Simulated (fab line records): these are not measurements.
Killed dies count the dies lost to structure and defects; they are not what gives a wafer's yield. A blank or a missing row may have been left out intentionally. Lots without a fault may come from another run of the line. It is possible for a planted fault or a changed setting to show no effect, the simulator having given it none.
Comparing a struck lot with a sound one    flow n5-finfet    36 out of 1938 route steps
Sound: these wafers, L909.2, L909.4, L909.6. Struck: wafers L889.1, L889.3, L889.6. Last of all comes the cause.
Each step with rows lists, per side, the tool, then ch with its chambers, then its first start. Under that, the readings that differ: sound wafers    struck wafers    difference of the means    sigmas: that difference in standard deviations of wafers without a fault.
alike: words and numbers the same on both sides, and readings whose means are apart by under 2 such deviations; not compared: readings that were withheld, readings missing a value for some wafer, numbers with overlapping values and no deviation given by the record, and bounds like >300 which may hide the same value.
A row with sigmas, a row that says differs or no value, or rows on one side alone: a step with any of these is where the two part. Numbers that don't overlap but have no deviation are shown without sigmas and don't part them. Lack of a reading on every wafer of one side parts them only where that side has two or more wafers.

first, 9 steps without rows for these wafers: N5_BEOL_M4_ANNEAL_95 (time 240 s); N5_BEOL_M4_SPUTTER_96 (material Cu, target thk 4.5 nm, time 8.29 s); N5_BEOL_M4_ECD_50 (material Cu, target thk 300 nm); N5_BEOL_M4_ANNEAL_51 (time 90 s); N5_BEOL_M4_CMP_52 (polishes, stops on SiOC, t overpolish 6.8 s, target thk 40 nm); N5_BEOL_M4_PRE_CLEAN_60 (time 15 s); N5_BEOL_M4_CO_CAP_55 (material Co, precursor CCTBA/H2, target thk 2 nm, time 102.1 s); N5_BEOL_M4_PRE_CLEAN_56 (time 15 s); N5_BEOL_M4_DEP_57 (deposits SiCN from 3MS/NH3, target thk 8 nm, time 14 s).
N5_BEOL_M4_RC_MEAS_101:
  sound on prober-01 ch 0, day 14 09:36; struck on prober-01 ch 0, day 8 09:23
  alike: DIBL_N, DIBL_P, IOFF_N, IOFF_P, ION_N, ION_P, SS_N, SS_P, VT_N, VT_P
then, 24 steps without rows for these wafers: N5_BEOL_M5_ILD_DEP_00 (deposits SiCOH lowk from DEMS/porogen, target thk 140.64 nm, time 25.9 s); N5_BEOL_M5_CURE_79 (cures SiCOH lowk, time 240 s); N5_BEOL_M5_PECVD_70 (deposits SiO2 from TEOS/O2, target thk 16 nm, time 18 s); N5_BEOL_M5_HM_DEP_02 (deposits TiN, target thk 20 nm); N5_BEOL_M5_COAT_59 (time 60 s, resist thk 60 nm); N5_BEOL_M5_COAT_60 (time 60 s, resist thk 12 nm); N5_BEOL_M5_COAT_71 (time 60 s, resist thk 5 nm); N5_BEOL_M5_COAT_05 (resist thk 30 nm); N5_BEOL_M5_EBR_07; N5_BEOL_M5_SOFTBAKE_06 (time 60 s); N5_BEOL_M5_EXPOSE_08 (exposes mask M5, target cd 28 nm); N5_BEOL_M5_PEB_09 (peb time 60 s); N5_BEOL_M5_DEVELOP_10 (develop time 30 s); N5_BEOL_M5_DESCUM_16 (chemistry O2, time 7 s); N5_BEOL_M5_ETCH_72 (etches underlayer in N2/H2, target depth 6.5 nm, time 5.2 s); N5_BEOL_M5_ETCH_61 (etches SiARC in CF4, target depth 15.6 nm, time 26 s); N5_BEOL_M5_ETCH_62 (etches SOC in N2/H2, target depth 75 nm, overetch 15 nm, time 112.5 s); N5_BEOL_M5_STRIP_63 (strips in N2/H2); N5_BEOL_M5_STRIP_73 (strips in N2/H2); N5_BEOL_M5_STRIP_64 (strips in CF4); N5_BEOL_M5_HM_OPEN_17 (chemistry Cl2/BCl3, target TiN, target depth 20 nm, overetch 6 nm); N5_BEOL_M5_STRIP_19 (strips in O2); N5_BEOL_M5_COAT_65 (time 60 s, resist thk 60 nm); N5_BEOL_M5_COAT_66 (time 60 s, resist thk 12 nm).
N5_BEOL_M6_PECVD_70: deposits SiO2 from TEOS/O2, target thk 20 nm, time 22.7 s.
  sound on pecvd-03 ch 0,2, day 14 22:09; struck on pecvd-03 ch 0,2, day 8 22:16
  no value came back on the struck wafers for any of 5 readings (chamber-pressure-Torr (Torr), heater-power-outer-w (W) and others); on the sound wafers chamber-pressure-Torr (Torr) reads 5.496 5.501 5.501
-- record jumps: 3 days separate the struck wafers' starts on either side; left off in module BEOL_M6, taken up again in module PASSIVATION, whose first shown step is the route's number 1936 --
N5_PASSIVATION_PROBE_49:
  sound on prober-01 at day 18 08:16; struck on prober-01 at day 12 06:27
reading                   sound           struck          difference  sigmas
defect-limited-yield (%)  92.2 91.2 92.3  64.2 62.8 65.6  -27.7       -17
killed_at_M4_up           16 10 12        355 333 353     +334        +60
killed-dies               92 104 91       423 439 406     +327        +17
sort_bin_5_function (%)   4.7 4.9 4.8     33.3 33.7 32.6  +28.4       +28
sort-n-pass               1088 1076 1089  757 741 774     -327        -17
sort-yield-pct (%)        92.2 91.2 92.3  64.2 62.8 65.6  -27.7       -17
  alike: killed_at_M0_to_M3, killed-at-contacts, killed-at-front-end, killed-at-other, killed-open, killed-short, sort_bin_6_memory

## WHERE THEY PART
First at N5_BEOL_M6_PECVD_70; last, within this record, at N5_PASSIVATION_PROBE_49.

WHY: whatever the simulator had introduced
At N5_BEOL_M6_PECVD_70, the step was skipped entirely on pecvd-03 from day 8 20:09 on. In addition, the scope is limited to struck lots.
